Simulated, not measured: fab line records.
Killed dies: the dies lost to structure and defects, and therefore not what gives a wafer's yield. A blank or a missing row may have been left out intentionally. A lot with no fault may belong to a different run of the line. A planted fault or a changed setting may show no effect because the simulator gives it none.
fab line records	flow nand_harc
record: lots: 24	wafers: 72	last_day: 32
route steps=1302 shown A_WL_FILL@968 A_CONTACT@1017
lots that met no fault: from a run of the same line without faults
start_h: start of the lot's first displayed wafer, in hours after the record's first day	wait_h: time in hours since the lot's previous step	" identical to the entry in the row above	L1.1+2: a row that stands for several wafers	- no value, or no start was given	* or withheld: withheld	< > ~ a bound
route shown NAME@n: names a module that has steps shown in the file, with the first one's number in the route	usual: mean/standard deviation of fault-free wafers	same: alike in all rows	chamber/n: place in a boat	sites: per-site readings	_std_site: the standard deviation of these	_edge_site: mean of outer sites minus mean of inner sites	radius_mm: how far each site lies from the wafer's centre	mask NAME#n: copy n	behind: the tool/chamber that last shaped the wafer	hold: why the lot was held/for how many hours/how that ended	device: names the non-switching transistor (n, p or np)	end of line: the route-end tests of the same wafers	step lacking rows: just its recipe	killed: the dies lost at the first sort to structure and to defects; this is not the yield of the wafer	map: per-die view of a wafer (x killed, . not killed, _ where there is no die)
set.NAME: the setting as run; set.NAME@STEP: as run at that earlier step	model.NAME: the simulator's own value behind a step, which no gauge read
a sample of lots followed through the steps of the route, with each step as a table and each wafer as a row
services: from which hour (start_h, from the record's first day; less than 0 if before it) a tool's chamber was out of use, for how many hours, and why
== steps ==
step: NHARC_A_WL_FILL_ETCHBACK_17
recipe: target_depth_a: 40	time_s: 26.7	chemistry: Cl2/BCl3
usual: drypump_motor_current_A: 6.2/0.37	oes_product_au: 1.006/0.0098
lot.wafer	tool	chamber	start_h	wait_h	drypump_motor_current_A	oes_product_au	rf_hours_counter_h
L074.2	rie_metal-02	0	455.69	-	5.8	0.999	0.5
L074.3	"	1	"	"	6.2	0.992	-
L074.6	"	1	"	"	6.2	0.997	-
L075.3	rie_metal-02	1	459.58	-	6.2	0.998	-
L075.6	"	1	"	"	6.2	1.002	-
L075.5	"	0	"	"	5.9	1.008	-
L078.1	rie_metal-02	1	480.89	-	6.2	1.016	0.6
L078.4	"	1	"	"	6.2	1.000	-
L078.6	"	0	"	"	5.8	1.009	-
L076.2	rie_metal-01	0	480.92	-	6.5	1.016	1.0
L076.4	"	0	"	"	6.5	1.015	-
L076.5	"	1	"	"	6.7	0.994	-
L077.3	rie_metal-03	1	507.10	-	5.5	1.010	-
L077.4	"	0	"	"	6.5	1.009	-
L077.5	"	1	"	"	5.5	1.020	-
L079.2	rie_metal-01	0	507.15	-	6.5	1.007	1.3
L079.3	"	0	"	"	6.6	1.006	-
L079.6	"	0	"	"	6.6	1.010	-
L080.1	rie_metal-02	0	514.50	-	5.9	0.997	1.1
L080.3	"	1	"	"	6.2	1.018	-
L080.5	"	0	"	"	5.9	1.011	-
L081.1	rie_metal-02	0	537.62	-	5.9	1.013	1.2
L081.4	"	0	"	"	5.9	1.014	-
L081.6	"	0	"	"	5.9	1.006	-
L082.2	rie_metal-02	1	543.83	-	6.2	1.008	1.3
L082.4	"	1	"	"	6.2	1.017	-
L082.3	"	0	"	"	5.9	1.013	-
L083.1	rie_metal-02	1	550.21	-	6.2	1.015	1.5
L083.2	"	0	"	"	5.9	1.013	1.5
L083.6	"	1	"	"	6.2	1.023	-
L084.1	rie_metal-02	1	554.61	-	6.2	1.011	2.0
L084.2	"	0	"	"	5.8	1.007	2.0
L084.4	"	0	"	"	5.9	1.005	-
L085.1	rie_metal-03	1	560.93	-	5.5	1.010	2.0
L085.3	"	1	"	"	5.5	0.998	-
L085.6	"	1	"	"	5.5	0.999	-
L086.2	rie_metal-03	1	576.94	-	5.5	1.009	2.3
L086.3	"	1	"	"	5.5	1.003	-
L086.6	"	1	"	"	5.5	1.004	-
L087.2	rie_metal-02	1	576.94	-	6.2	1.022	3.6
L087.1	"	0	"	"	5.9	1.007	2.3
L087.3	"	1	"	"	6.2	1.022	-
L088.2	rie_metal-02	0	585.69	-	5.9	1.003	2.4
L088.4	"	1	"	"	6.2	1.021	-
L088.5	"	0	"	"	5.9	1.008	-
L089.4	rie_metal-02	0	588.78	-	5.9	1.001	-
L089.3	"	1	"	"	6.2	1.005	-
L089.6	"	0	"	"	5.9	1.012	-
L090.4	rie_metal-01	0	597.56	-	6.5	1.017	-
L090.3	"	1	"	"	6.7	0.993	-
L090.6	"	0	"	"	6.6	1.014	-
L091.1	rie_metal-03	0	629.42	-	6.5	0.996	3.3
L091.6	"	0	"	"	6.5	1.003	-
L091.5	"	1	"	"	5.5	1.003	-
L092.3	rie_metal-01	1	629.76	-	6.6	0.997	-
L092.5	"	0	"	"	6.5	1.014	-
L092.6	"	1	"	"	6.6	0.998	-
L093.2	rie_metal-03	0	658.00	-	6.5	1.005	3.5
L093.4	"	0	"	"	6.5	0.994	-
L093.3	"	1	"	"	5.5	1.000	-
L094.4	rie_metal-01	0	658.14	-	6.5	1.006	-
L094.6	"	1	"	"	6.7	0.997	-
L094.5	"	0	"	"	6.6	1.000	-
L095.2	rie_metal-01	1	670.88	-	6.6	0.991	2.4
L095.4	"	1	"	"	6.6	0.992	-
L095.5	"	0	"	"	6.5	1.005	-
L096.2	rie_metal-03	0	671.40	-	6.5	0.993	4.3
L096.1	"	1	"	"	5.5	1.007	4.3
L096.4	"	1	"	"	5.5	0.999	-
L097.2	rie_metal-02	1	679.73	-	6.2	0.992	1.3
L097.1	"	0	"	"	5.8	1.018	1.3
L097.3	"	0	"	"	5.8	1.005	-
step: NHARC_A_CONTACT_ETCH_123
recipe: source_w: withheld	pressure_mtorr: 20	bias_v: 400	time_s: 490	target_depth_a: 21100	ar_flow_sccm: withheld	c4f8_flow_sccm: 11.5	o2_flow_sccm: 7.2	chemistry: C4F8/O2/Ar
lot.wafer	tool	chamber	start_h	wait_h	rf_hours_counter_h
L074.2	har_cap_etch-03	0	471.91	0.2	45
L074.3	"	1	"	"	-
L074.6	"	0	"	"	-
L075.3	har_cap_etch-02	0	478.20	0.3	-
L075.6	"	0	"	"	-
L075.5	"	1	"	"	-
L076.2	har_cap_etch-01	1	497.51	0.2	3
L076.4	"	1	"	"	-
L076.5	"	1	"	"	-
L078.1	har_cap_etch-03	1	497.83	0.2	50
L078.4	"	1	"	"	-
L078.6	"	0	"	"	-
L079.2	har_cap_etch-03	0	523.97	0.3	54
L079.3	"	0	"	"	-
L079.6	"	0	"	"	-
L077.3	har_cap_etch-02	0	524.30	0.3	-
L077.4	"	1	"	"	-
L077.5	"	0	"	"	-
L080.1	har_cap_etch-01	1	531.75	0.2	9
L080.3	"	0	"	"	-
L080.5	"	0	"	"	-
L081.1	har_cap_etch-03	0	554.31	0.2	60
L081.4	"	1	"	"	-
L081.6	"	0	"	"	-
L082.2	har_cap_etch-02	1	560.17	0.1	100
L082.4	"	1	"	"	-
L082.3	"	0	"	"	-
L083.2	har_cap_etch-03	1	568.83	0.1	62
L083.1	"	0	"	"	62
L083.6	"	0	"	"	-
L084.1	har_cap_etch-01	1	573.19	0.1	16
L084.2	"	0	"	"	16
L084.4	"	0	"	"	-
L085.1	har_cap_etch-02	0	580.10	0.1	104
L085.3	"	0	"	"	-
L085.6	"	1	"	"	-
L086.2	har_cap_etch-01	1	593.77	0.3	21
L086.3	"	0	"	"	-
L086.6	"	0	"	"	-
L087.1	har_cap_etch-03	0	596.31	0.1	69
L087.2	"	1	"	"	69
L087.3	"	1	"	"	-
L088.2	har_cap_etch-02	1	603.15	0.2	109
L088.4	"	0	"	"	-
L088.5	"	0	"	"	-
L089.4	har_cap_etch-01	1	604.77	0.3	-
L089.3	"	0	"	"	-
L089.6	"	0	"	"	-
L090.3	har_cap_etch-03	1	615.35	0.3	-
L090.4	"	0	"	"	-
L090.6	"	0	"	"	-
L092.3	har_cap_etch-03	1	646.13	0.3	-
L092.5	"	1	"	"	-
L092.6	"	0	"	"	-
L091.1	har_cap_etch-01	0	646.24	0.2	32
L091.5	"	1	"	"	-
L091.6	"	0	"	"	-
L093.2	har_cap_etch-01	1	674.22	0.1	35
L093.4	"	1	"	"	-
L093.3	"	0	"	"	-
L094.4	har_cap_etch-03	1	674.28	0.3	-
L094.5	"	0	"	"	-
L094.6	"	1	"	"	-
L096.1	har_cap_etch-01	1	686.88	0.1	38
L096.2	"	0	"	"	38
L096.4	"	1	"	"	-
L095.2	har_cap_etch-02	0	688.36	0.1	123
L095.4	"	1	"	"	-
L095.5	"	0	"	"	-
L097.1	har_cap_etch-03	0	698.84	0.1	88
L097.2	"	1	"	"	88
L097.3	"	0	"	"	-
step: NHARC_A_CONTACT_OVL_MEAS_70
usual: overlay_x_nm: 0.1/0.74	overlay_y_nm: -0.1/0.85
lot.wafer	tool	chamber	start_h	wait_h	overlay_x_nm	overlay_y_nm
L074.2	overlay-01	-	478.05	-	0.8	0.9
L074.3	"	-	"	"	0.9	1.3
L074.6	"	-	"	"	0.6	0.8
L075.3	overlay-01	-	486.79	-	0.8	-0.9
L075.5	"	-	"	"	0.0	-1.1
L075.6	"	-	"	"	0.4	-1.2
L076.2	overlay-01	-	503.76	-	0.6	0.8
L076.4	"	-	"	"	0.6	0.4
L076.5	"	-	"	"	0.6	0.4
L078.1	overlay-02	-	504.25	-	-0.3	-0.2
L078.4	"	-	"	"	-0.6	0.2
L078.6	"	-	"	"	-0.7	-0.5
L077.3	overlay-02	-	532.58	-	0.5	1.5
L077.4	"	-	"	"	-0.2	1.4
L077.5	"	-	"	"	-0.1	1.6
L079.2	overlay-02	-	534.56	-	-0.9	-0.4
L079.3	"	-	"	"	-0.6	0.0
L079.6	"	-	"	"	-1.0	-1.2
L080.1	overlay-01	-	537.76	-	-0.4	-0.9
L080.3	"	-	"	"	-0.5	-1.2
L080.5	"	-	"	"	-0.3	-1.4
L081.1	overlay-02	-	561.33	-	1.3	-0.3
L081.4	"	-	"	"	1.1	-0.6
L081.6	"	-	"	"	1.7	-0.3
L082.2	overlay-01	-	568.23	-	-0.6	0.0
L082.3	"	-	"	"	-0.8	0.3
L082.4	"	-	"	"	-0.7	-0.2
L083.1	overlay-02	-	578.08	-	0.4	1.9
L083.2	"	-	"	"	0.7	1.5
L083.6	"	-	"	"	0.2	1.9
L084.1	overlay-02	-	581.84	-	0.2	-0.7
L084.2	"	-	"	"	-0.1	-0.9
L084.4	"	-	"	"	0.1	-1.2
L085.1	overlay-02	-	586.38	-	-0.2	-0.5
L085.3	"	-	"	"	-0.1	-1.3
L085.6	"	-	"	"	-0.2	-0.8
L086.2	overlay-02	-	600.43	-	0.1	-1.4
L086.3	"	-	"	"	0.8	-1.1
L086.6	"	-	"	"	0.4	-0.7
L087.1	overlay-01	-	605.63	-	1.3	-0.2
L087.2	"	-	"	"	1.7	-0.6
L087.3	"	-	"	"	1.9	-0.2
L088.2	overlay-02	-	612.61	-	0.7	0.4
L088.4	"	-	"	"	0.2	0.6
L088.5	"	-	"	"	0.6	0.8
L089.3	overlay-01	-	614.41	-	-0.1	-0.5
L089.4	"	-	"	"	0.7	-0.6
L089.6	"	-	"	"	0.4	-0.7
L090.3	overlay-02	-	621.75	-	-0.5	-0.3
L090.4	"	-	"	"	-0.9	-0.3
L090.6	"	-	"	"	-1.3	-0.3
L092.3	overlay-02	-	652.33	-	0.0	1.4
L092.5	"	-	"	"	0.2	0.9
L092.6	"	-	"	"	-0.4	0.9
L091.1	overlay-01	-	654.82	-	0.1	-0.2
L091.5	"	-	"	"	-0.5	-0.1
L091.6	"	-	"	"	-0.2	-0.4
L094.4	overlay-01	-	680.16	-	1.4	0.5
L094.5	"	-	"	"	1.5	0.4
L094.6	"	-	"	"	1.1	-0.3
L093.2	overlay-01	-	680.44	-	0.3	-0.1
L093.3	"	-	"	"	0.9	0.2
L093.4	"	-	"	"	0.2	0.6
L096.1	overlay-01	-	693.94	-	-0.7	-0.4
L096.2	"	-	"	"	-1.0	-0.6
L096.4	"	-	"	"	-0.7	-0.6
L095.2	overlay-01	-	697.18	-	-1.2	-0.9
L095.4	"	-	"	"	-0.2	-1.5
L095.5	"	-	"	"	-0.7	-1.2
L097.1	overlay-02	-	705.48	-	-0.6	-0.8
L097.2	"	-	"	"	-0.6	-0.1
L097.3	"	-	"	"	-0.1	0.4
step: NHARC_A_CONTACT_ETCH_75
recipe: target_depth_a: 390	over_etch_frac: 0.3	time_s: 65	ion_energy_ev: 80	cf4_flow_sccm: 150	ar_flow_sccm: 0	rf_w: 300	bias_w: 100	chemistry: CF4
usual: drypump_motor_current_A: 5.6/0.45	oes_product_au: 1.000/0.0092	rf_vpp_V: 151.0/1.2	showerhead_plenum_p_Torr: 1.74/0.074	throttle_valve_pct: 13.284/0.0088
lot.wafer	tool	chamber	start_h	wait_h	drypump_motor_current_A	oes_product_au	rf_hours_counter_h	rf_vpp_V	showerhead_plenum_p_Torr	throttle_valve_pct
L074.2	rie_diel-02	1	478.42	0.2	6.2	1.014	16	150.8	1.71	13.285
L074.3	"	0	"	"	5.7	0.997	17	148.9	1.65	13.300
L074.6	"	2	"	"	5.4	0.980	-	151.0	1.70	13.290
L075.3	rie_diel-07	1	486.97	0.1	5.7	1.002	8	151.7	1.89	13.282
L075.5	"	1	"	"	5.7	1.004	-	152.5	1.89	13.282
L075.6	"	2	"	"	6.1	0.995	-	152.8	1.82	13.276
L076.4	rie_diel-02	2	503.94	0.1	5.4	1.002	18	151.1	1.70	13.265
L076.2	"	0	"	"	5.7	1.004	21	151.8	1.65	13.273
L076.5	"	2	"	"	5.4	0.986	-	148.7	1.70	13.284
L078.1	rie_diel-01	3	504.44	0.1	5.5	1.010	46	152.8	1.82	13.280
L078.4	"	0	"	"	4.9	0.994	45	150.8	1.73	13.273
L078.6	"	3	"	"	5.5	1.023	-	152.8	1.82	13.286
L077.3	rie_diel-01	2	532.78	0.1	5.9	0.994	63	151.8	1.84	13.280
L077.4	"	3	"	"	5.5	0.999	56	151.7	1.81	13.280
L077.5	"	0	"	"	4.9	1.009	-	150.2	1.73	13.286
L079.2	rie_diel-02	0	534.74	0.1	5.7	0.983	25	149.4	1.64	13.290
L079.3	"	1	"	"	6.1	1.018	24	150.8	1.71	13.282
L079.6	"	0	"	"	5.7	0.982	-	149.4	1.64	13.294
L080.3	rie_diel-02	2	537.95	0.1	5.4	0.987	22	150.7	1.70	13.294
L080.1	"	0	"	"	5.7	0.999	26	149.5	1.64	13.302
L080.5	"	2	"	"	5.5	0.995	-	149.2	1.70	13.278
L081.1	rie_diel-07	3	561.52	0.1	4.6	1.003	43	151.7	1.69	13.281
L081.4	"	1	"	"	5.7	0.994	38	152.5	1.88	13.269
L081.6	"	3	"	"	4.6	1.002	-	150.5	1.69	13.263
L082.3	rie_diel-02	2	568.42	0.1	5.4	1.008	1	150.5	1.70	13.284
L082.4	"	3	"	"	5.8	1.006	2	151.2	1.72	13.299
L082.2	"	0	"	"	5.7	0.992	2	150.6	1.64	13.285
L083.2	rie_diel-02	0	578.27	0.1	5.7	1.009	4	150.0	1.64	13.278
L083.1	"	1	"	"	6.2	0.999	3	150.3	1.71	13.284
L083.6	"	2	"	"	5.4	0.998	-	152.0	1.69	13.293
L084.2	rie_diel-02	3	582.03	0.1	5.8	1.012	6	150.5	1.71	13.279
L084.4	"	0	"	"	5.7	0.998	5	149.6	1.64	13.291
L084.1	"	1	"	"	6.1	1.003	4	150.6	1.71	13.297
L085.1	rie_diel-01	2	586.57	0.1	5.9	1.018	16	150.9	1.84	13.262
L085.3	"	0	"	"	4.9	1.011	16	150.2	1.72	13.275
L085.6	"	1	"	"	5.8	1.003	-	153.5	1.90	13.274
L086.2	rie_diel-07	3	600.63	0.1	4.7	0.988	55	149.1	1.68	13.285
L086.3	"	1	"	"	5.7	1.000	48	153.7	1.88	13.279
L086.6	"	1	"	"	5.7	0.998	-	153.0	1.88	13.290
L087.2	rie_diel-01	0	605.82	0.1	4.9	1.017	20	151.0	1.72	13.288
L087.1	"	1	"	"	5.8	1.013	23	152.6	1.90	13.287
L087.3	"	2	"	"	5.9	1.013	22	151.0	1.84	13.284
L088.4	rie_diel-07	3	612.80	0.1	4.7	1.004	58	149.9	1.68	13.290
L088.2	"	1	"	"	5.7	1.010	51	152.9	1.88	13.285
L088.5	"	3	"	"	4.7	1.005	-	149.0	1.68	13.264
L089.3	rie_diel-02	2	614.59	0.1	5.4	0.997	11	150.4	1.69	13.271
L089.4	"	1	"	"	6.2	1.002	10	150.4	1.71	13.289
L089.6	"	2	"	"	5.4	0.989	-	150.4	1.69	13.285
L090.3	rie_diel-01	1	621.99	0.1	5.8	1.009	28	153.4	1.90	13.281
L090.4	"	0	"	"	5.0	1.012	27	149.2	1.72	13.289
L090.6	"	2	"	"	5.9	1.022	-	152.1	1.83	13.271
L092.3	rie_diel-02	2	652.55	0.1	5.4	1.008	17	150.7	1.69	13.297
L092.6	"	3	"	"	5.8	1.002	-	150.3	1.71	13.293
L092.5	"	2	"	"	5.4	1.003	-	149.5	1.69	13.284
L091.1	rie_diel-07	3	655.01	0.1	4.7	1.005	5	147.0	1.68	13.270
L091.6	"	2	"	"	6.1	0.989	-	150.9	1.80	13.286
L091.5	"	3	"	"	4.6	0.992	-	151.1	1.68	13.273
L094.4	rie_diel-07	2	680.36	0.1	6.1	0.998	12	151.5	1.80	13.302
L094.5	"	3	"	"	4.7	1.009	-	150.8	1.68	13.268
L094.6	"	0	"	"	4.8	0.988	-	152.5	1.80	13.288
L093.2	rie_diel-01	3	680.63	0.1	5.5	0.995	39	152.1	1.80	13.290
L093.4	"	0	"	"	4.9	1.006	41	149.7	1.72	13.286
L093.3	"	1	"	"	5.8	1.011	41	153.4	1.90	13.289
L096.4	rie_diel-02	0	694.13	0.1	5.7	0.994	19	149.8	1.64	13.293
L096.2	"	1	"	"	6.2	0.996	22	151.4	1.70	13.274
L096.1	"	2	"	"	5.4	0.990	24	149.4	1.69	13.277
L095.2	rie_diel-02	3	697.37	0.1	5.8	0.992	26	151.2	1.71	13.288
L095.4	"	1	"	"	6.2	0.998	23	150.8	1.70	13.283
L095.5	"	0	"	"	5.7	0.999	-	149.7	1.64	13.280
L097.3	rie_diel-02	1	705.67	0.1	6.1	1.003	25	150.0	1.70	13.274
L097.1	"	2	"	"	5.4	0.994	27	150.4	1.69	13.292
L097.2	"	3	"	"	5.9	1.003	28	150.6	1.71	13.284
step: NHARC_A_CONTACT_ETCH_130
recipe: source_w: withheld	pressure_mtorr: 20	bias_v: 3000	time_s: 197	target_depth_a: 19180	ar_flow_sccm: withheld	c4f8_flow_sccm: withheld	o2_flow_sccm: withheld	chemistry: C4F8/O2/Ar
lot.wafer	tool	chamber	start_h	wait_h	rf_hours_counter_h
L074.2	har_cap_etch-02	1	481.52	0.1	88
L074.3	"	0	"	"	-
L074.6	"	1	"	"	-
L075.3	har_cap_etch-03	0	489.99	0.2	-
L075.5	"	0	"	"	-
L075.6	"	1	"	"	-
L076.2	har_cap_etch-01	0	506.52	0.1	5
L076.4	"	0	"	"	-
L076.5	"	1	"	"	-
L078.1	har_cap_etch-03	0	507.38	0.2	52
L078.4	"	1	"	"	-
L078.6	"	1	"	"	-
L077.3	har_cap_etch-03	1	535.91	0.2	-
L077.4	"	0	"	"	-
L077.5	"	1	"	"	-
L079.2	har_cap_etch-02	0	537.29	0.1	96
L079.3	"	1	"	"	-
L079.6	"	0	"	"	-
L080.1	har_cap_etch-01	1	540.52	0.1	10
L080.3	"	1	"	"	-
L080.5	"	1	"	"	-
L081.1	har_cap_etch-01	0	564.08	0.1	13
L081.4	"	0	"	"	-
L081.6	"	1	"	"	-
L082.2	har_cap_etch-02	1	571.00	0.1	101
L082.3	"	0	"	"	-
L082.4	"	1	"	"	-
L083.2	har_cap_etch-03	1	580.80	0.1	65
L083.1	"	0	"	"	65
L083.6	"	0	"	"	-
L084.2	har_cap_etch-01	1	584.61	0.1	18
L084.1	"	0	"	"	18
L084.4	"	0	"	"	-
L085.1	har_cap_etch-02	1	589.12	0.1	105
L085.3	"	0	"	"	-
L085.6	"	0	"	"	-
L086.2	har_cap_etch-03	1	603.48	0.1	70
L086.3	"	0	"	"	-
L086.6	"	1	"	"	-
L087.1	har_cap_etch-02	0	608.36	0.1	111
L087.2	"	1	"	"	111
L087.3	"	1	"	"	-
L088.2	har_cap_etch-02	0	615.36	0.1	113
L088.4	"	1	"	"	-
L088.5	"	1	"	"	-
L089.4	har_cap_etch-03	0	617.70	0.1	-
L089.3	"	1	"	"	-
L089.6	"	0	"	"	-
L090.4	har_cap_etch-01	1	624.58	0.1	-
L090.3	"	0	"	"	-
L090.6	"	0	"	"	-
L092.3	har_cap_etch-02	1	655.41	0.1	-
L092.6	"	1	"	"	-
L092.5	"	0	"	"	-
L091.1	har_cap_etch-03	0	657.54	0.1	80
L091.6	"	0	"	"	-
L091.5	"	1	"	"	-
L094.4	har_cap_etch-02	0	682.92	0.1	-
L094.6	"	0	"	"	-
L094.5	"	1	"	"	-
L093.2	har_cap_etch-03	0	683.21	0.1	84
L093.4	"	0	"	"	-
L093.3	"	1	"	"	-
L096.2	har_cap_etch-02	0	696.66	0.1	124
L096.1	"	1	"	"	124
L096.4	"	1	"	"	-
L095.2	har_cap_etch-01	0	699.91	0.1	40
L095.4	"	1	"	"	-
L095.5	"	0	"	"	-
L097.1	har_cap_etch-03	0	708.21	0.1	89
L097.2	"	1	"	"	89
L097.3	"	1	"	"	-
step: NHARC_A_CONTACT_DEP_85
recipe: target_thk_a: 600	target_thk_nm: 60	temp_c: 400	pressure_torr: 3.5	flow_sccm: 200	rf_w: 350	material: SiON
usual: heater_power_w: 734/62
lot.wafer	tool	chamber	start_h	wait_h	heater_power_w
L074.2	pecvd-01	2	488.66	1.5	710
L074.3	"	1	"	"	775
L074.6	"	0	"	"	764
L075.3	pecvd-04	0	495.88	0.9	748
L075.6	"	2	"	"	690
L075.5	"	1	"	"	551
L076.2	pecvd-03	2	511.64	1.2	750
L076.4	"	1	"	"	725
L076.5	"	2	"	"	766
L078.1	pecvd-01	0	512.62	1.6	776
L078.4	"	2	"	"	649
L078.6	"	0	"	"	750
L077.3	pecvd-04	1	540.74	0.9	606
L077.4	"	0	"	"	849
L077.5	"	2	"	"	619
L080.1	pecvd-01	0	545.23	1.5	769
L080.3	"	2	"	"	770
L080.5	"	0	"	"	800
L079.2	pecvd-03	2	545.63	1.2	717
L079.3	"	2	"	"	721
L079.6	"	1	"	"	637
L081.1	pecvd-03	2	571.07	1.5	802
L081.6	"	1	"	"	691
L081.4	"	0	"	"	689
L082.2	pecvd-01	2	576.91	1.2	744
L082.3	"	0	"	"	805
L082.4	"	2	"	"	728
L083.2	pecvd-03	2	587.29	1.2	653
L083.1	"	0	"	"	834
L083.6	"	1	"	"	745
L084.2	pecvd-01	1	591.75	1.2	664
L084.1	"	0	"	"	815
L084.4	"	0	"	"	815
L085.3	pecvd-04	2	595.31	0.9	669
L085.1	"	0	"	"	815
L085.6	"	2	"	"	686
L086.2	pecvd-01	2	611.33	1.2	686
L086.3	"	0	"	"	820
L086.6	"	0	"	"	826
L087.3	pecvd-03	2	613.52	0.9	740
L087.2	"	0	"	"	822
L087.1	"	1	"	"	711
L088.2	pecvd-03	0	619.84	1.2	713
L088.4	"	2	"	"	667
L088.5	"	0	"	"	710
L089.3	pecvd-03	0	621.88	0.9	706
L089.4	"	0	"	"	729
L089.6	"	2	"	"	688
L090.3	pecvd-03	0	628.83	0.9	810
L090.4	"	2	"	"	674
L090.6	"	0	"	"	832
L092.3	pecvd-03	0	660.53	0.9	837
L092.5	"	1	"	"	728
L092.6	"	2	"	"	728
L091.1	pecvd-03	2	662.81	1.5	691
L091.6	"	0	"	"	783
L091.5	"	1	"	"	661
L094.5	pecvd-01	1	689.62	0.4	802
L094.4	"	2	"	"	703
L094.6	"	0	"	"	812
L093.2	pecvd-01	2	691.29	1.2	777
L093.3	"	0	"	"	804
L093.4	"	2	"	"	804
L096.1	pecvd-01	0	702.59	1.5	810
L096.2	"	2	"	"	774
L096.4	"	1	"	"	727
L095.2	pecvd-01	1	706.48	1.2	808
L095.4	"	2	"	"	682
L095.5	"	0	"	"	708
L097.2	pecvd-01	2	712.67	1.2	776
L097.1	"	0	"	"	774
L097.3	"	1	"	"	680
== services ==
tool	chamber	start_h	hours	kind
rie_diel-07	2	441.62	3.3	repair
rie_diel-01	0	445.29	6.0	repair
rie_diel-07	-	447.46	9.0	pm
rie_diel-02	2	449.30	12.6	repair
rie_metal-03	-	453.43	2.4	repair
pecvd-01	-	468.26	13.0	pm
har_cap_etch-01	-	473.00	17.0	pm
rie_metal-03	-	495.00	9.0	pm
rie_diel-07	0	505.31	35.7	repair
pecvd-01	1	513.91	4.2	repair
pecvd-03	-	527.85	13.0	pm
rie_diel-01	-	534.69	9.0	pm
pecvd-01	1	539.24	6.0	repair
rie_diel-02	-	546.98	9.0	pm
rie_metal-01	-	551.00	9.0	pm
rie_metal-02	0	556.28	17.0	repair
pecvd-03	-	602.45	2.7	repair
rie_metal-02	-	607.00	9.0	pm
rie_metal-02	-	627.59	4.5	repair
pecvd-03	-	629.73	1.5	repair
har_cap_etch-03	-	638.46	0.5	repair
rie_diel-02	0	642.01	23.0	repair
pecvd-01	-	649.26	13.0	pm
pecvd-03	-	708.85	13.0	pm
== key ==
fault none
